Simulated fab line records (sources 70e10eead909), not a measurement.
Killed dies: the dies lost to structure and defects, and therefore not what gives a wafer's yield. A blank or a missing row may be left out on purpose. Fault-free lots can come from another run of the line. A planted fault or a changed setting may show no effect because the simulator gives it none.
Matching of chambers / flow nand harc / rie diel-12 running NHARC_P_M1_STRIP_18: 4 sister chambers
The step strips in N2/H2. 22 wafers are shown with their chamber, then 11 later ones without.

## WAFERS, EACH WITH ITS CHAMBER
wafer=L076.2; chamber=2; drypump motor current A (A)=5.3; oes product au (a.u.)=0.986; rf vpp V (V)=92.2
wafer=L076.3; chamber=0; drypump motor current A (A)=5.9; oes product au (a.u.)=1.016; rf vpp V (V)=90.2
wafer=L076.6; chamber=3; drypump motor current A (A)=5.2; oes product au (a.u.)=1.002; rf vpp V (V)=91.2
wafer=L077.1; chamber=3; drypump motor current A (A)=5.2; oes product au (a.u.)=0.998; rf vpp V (V)=90.5
wafer=L077.4; chamber=0; drypump motor current A (A)=5.9; oes product au (a.u.)=1.008; rf vpp V (V)=91.0
wafer=L077.6; chamber=2; drypump motor current A (A)=5.3; oes product au (a.u.)=0.997; rf vpp V (V)=91.8
wafer=L078.2; chamber=2; drypump motor current A (A)=5.4; oes product au (a.u.)=1.003; rf vpp V (V)=91.2
wafer=L078.5; chamber=2; drypump motor current A (A)=5.3; oes product au (a.u.)=0.997; rf vpp V (V)=92.8
wafer=L078.6; chamber=3; drypump motor current A (A)=5.2; oes product au (a.u.)=1.006; rf vpp V (V)=91.2
wafer=L082.1; chamber=3; drypump motor current A (A)=5.2; oes product au (a.u.)=0.995; rf vpp V (V)=90.8
wafer=L082.2; chamber=1; drypump motor current A (A)=5.9; oes product au (a.u.)=1.008; rf vpp V (V)=90.7
wafer=L082.4; chamber=0; drypump motor current A (A)=5.9; oes product au (a.u.)=1.004; rf vpp V (V)=89.5
wafer=L083.1; chamber=2; drypump motor current A (A)=5.3; oes product au (a.u.)=0.998; rf vpp V (V)=89.7
wafer=L083.4; chamber=1; drypump motor current A (A)=5.8; oes product au (a.u.)=1.000; rf vpp V (V)=91.0
wafer=L083.5; chamber=2; drypump motor current A (A)=5.3; oes product au (a.u.)=1.007; rf vpp V (V)=90.9
wafer=L087.1; chamber=3; drypump motor current A (A)=5.2; oes product au (a.u.)=1.001; rf vpp V (V)=89.6
wafer=L087.3; chamber=0; drypump motor current A (A)=5.9; oes product au (a.u.)=1.024; rf vpp V (V)=89.7
wafer=L087.5; chamber=2; drypump motor current A (A)=5.3; oes product au (a.u.)=1.001; rf vpp V (V)=91.9
wafer=L086.1; chamber=3; drypump motor current A (A)=5.2; oes product au (a.u.)=1.008; rf vpp V (V)=91.9
wafer=L086.2; chamber=1; drypump motor current A (A)=5.8; oes product au (a.u.)=1.008; rf vpp V (V)=90.5
wafer=L086.4; chamber=2; drypump motor current A (A)=5.4; oes product au (a.u.)=1.010; rf vpp V (V)=90.3
wafer=L089.4; chamber=2; drypump motor current A (A)=5.3; oes product au (a.u.)=0.998; rf vpp V (V)=90.7

SIGNATURES, as means of the wafers listed above
reading=drypump motor current A; chamber 0=5.900; chamber 1=5.833; chamber 2=5.322; chamber 3=5.200; scatter within a chamber=0.0351
reading=oes product au; chamber 0=1.01300; chamber 1=1.00533; chamber 2=0.99967; chamber 3=1.00167; scatter within a chamber=0.00657
reading=rf vpp V; chamber 0=90.100; chamber 1=90.733; chamber 2=91.278; chamber 3=90.867; scatter within a chamber=0.825
Rule: for each reading, subtract the chamber's mean from the wafer's reading, divide by that reading's scatter and square the result; add these up over the readings and take the root, which gives the wafer's distance from the chamber. The wafer belongs to the nearest chamber; if the next one is less than 2 further off, it can't be placed. How the scatter is found: for the shown wafers, subtract from each reading the mean of its chamber, square and add these, divide the total by (wafers less chambers), then take the root.

## WAFERS MISSING THEIR CHAMBER
wafer=L089.5; drypump motor current A (A)=5.9; oes product au (a.u.)=1.001; rf vpp V (V)=90.8
wafer=L089.6; drypump motor current A (A)=5.8; oes product au (a.u.)=0.994; rf vpp V (V)=91.1
wafer=L091.2; drypump motor current A (A)=5.2; oes product au (a.u.)=1.003; rf vpp V (V)=91.1
wafer=L091.3; drypump motor current A (A)=5.8; oes product au (a.u.)=0.996; rf vpp V (V)=90.8
wafer=L091.6; drypump motor current A (A)=5.2; oes product au (a.u.)=1.007; rf vpp V (V)=90.9
wafer=L093.2; drypump motor current A (A)=5.8; oes product au (a.u.)=0.994; rf vpp V (V)=91.6
wafer=L093.5; drypump motor current A (A)=5.4; oes product au (a.u.)=0.990; rf vpp V (V)=91.5
wafer=L093.6; drypump motor current A (A)=5.2; oes product au (a.u.)=1.021; rf vpp V (V)=90.0
wafer=L097.4; drypump motor current A (A)=5.9; oes product au (a.u.)=0.992; rf vpp V (V)=89.5
wafer=L097.5; drypump motor current A (A)=5.8; oes product au (a.u.)=0.984; rf vpp V (V)=90.6
wafer=L097.6; drypump motor current A (A)=5.4; oes product au (a.u.)=0.991; rf vpp V (V)=90.4

## WHICH CHAMBER EACH WENT THROUGH
wafer=L089.5; from the rows above=can't be placed: 1 or 0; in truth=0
wafer=L089.6; from the rows above=1; in truth=1
wafer=L091.2; from the rows above=3; in truth=3
wafer=L091.3; from the rows above=1; in truth=1
wafer=L091.6; from the rows above=3; in truth=3
wafer=L093.2; from the rows above=1; in truth=1
wafer=L093.5; from the rows above=2; in truth=2
wafer=L093.6; from the rows above=can't be placed: 3 or 2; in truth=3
wafer=L097.4; from the rows above=can't be placed: 1 or 0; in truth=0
wafer=L097.5; from the rows above=can't be placed: 1 or 0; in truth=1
wafer=L097.6; from the rows above=2; in truth=2
Placed correctly: 7 of 11. From these rows, 4 cannot be placed; in 4 the true chamber is one of the candidates. Wrongly placed: 0.
